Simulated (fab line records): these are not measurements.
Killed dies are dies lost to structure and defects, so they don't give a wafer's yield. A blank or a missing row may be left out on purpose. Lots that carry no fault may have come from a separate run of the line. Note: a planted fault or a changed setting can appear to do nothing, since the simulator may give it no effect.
Matching of chambers -- flow n5 finfet -- 3 sister chambers for N5_BEOL_M11_PECVD_70 on pecvd-03
The step deposits SiO2 from TEOS/O2, target thk 20 nm, time 22.7 s. 18 wafers are shown with their chamber, then 9 later ones without.

WAFERS PAIRED WITH THEIR CHAMBERS
wafer,chamber,showerhead plenum p Torr (Torr),throttle valve pct (%),heater power w (W)
L074.2,0,8.77,21.3,728
L074.5,2,8.73,20.7,684
L074.6,1,8.95,22.6,774
L075.2,1,8.95,22.6,686
L075.3,0,8.78,21.7,781
L075.5,1,8.98,22.7,700
L080.1,1,8.95,23.2,750
L080.3,2,8.72,20.9,599
L080.4,2,8.74,20.8,589
L086.3,1,8.97,23.1,759
L086.4,1,8.95,23.2,763
L086.5,0,8.79,21.8,767
L090.2,2,8.75,21.0,652
L090.4,2,8.74,20.9,658
L090.6,0,8.78,21.7,825
L088.1,1,8.96,22.7,683
L088.3,2,8.75,21.0,611
L088.6,2,8.75,21.0,604

SIGNATURES, as means of the wafers listed above
reading,chamber 0,chamber 1,chamber 2,scatter within a chamber
showerhead plenum p Torr,8.7800,8.9586,8.7400,0.0112
throttle valve pct,21.625,22.871,20.900,0.216
heater power w,775.25,730.71,628.14,38.3
Rule: distance of a wafer from a chamber = root of the sum over the readings of ((wafer's reading minus chamber's mean) / reading's scatter) squared. If the next closest chamber is less than 2 further off than the closest, the wafer can't be placed; otherwise it belongs to the closest. How the scatter is found: for the shown wafers, subtract from each reading the mean of its chamber, square and add these, divide the total by (wafers less chambers), then take the root.

WAFERS MISSING THEIR CHAMBER
wafer,showerhead plenum p Torr (Torr),throttle valve pct (%),heater power w (W)
L089.1,8.77,21.1,660
L089.3,8.94,23.2,787
L089.5,8.74,21.7,843
L094.2,8.95,23.2,799
L094.4,8.75,21.9,736
L094.6,8.74,21.1,692
L096.2,8.73,21.2,591
L096.4,8.73,21.2,587
L096.6,8.75,21.0,591

WHICH CHAMBER EACH ONE RAN IN
wafer,from the rows above,in truth
L089.1,can't be placed: 2 or 0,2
L089.3,1,1
L089.5,0,0
L094.2,1,1
L094.4,0,0
L094.6,2,2
L096.2,2,2
L096.4,2,2
L096.6,2,2
Correctly placed: 8 of 9. Not placeable from these rows: 1 (in 1, the candidates include the true chamber). 0 placed wrongly.
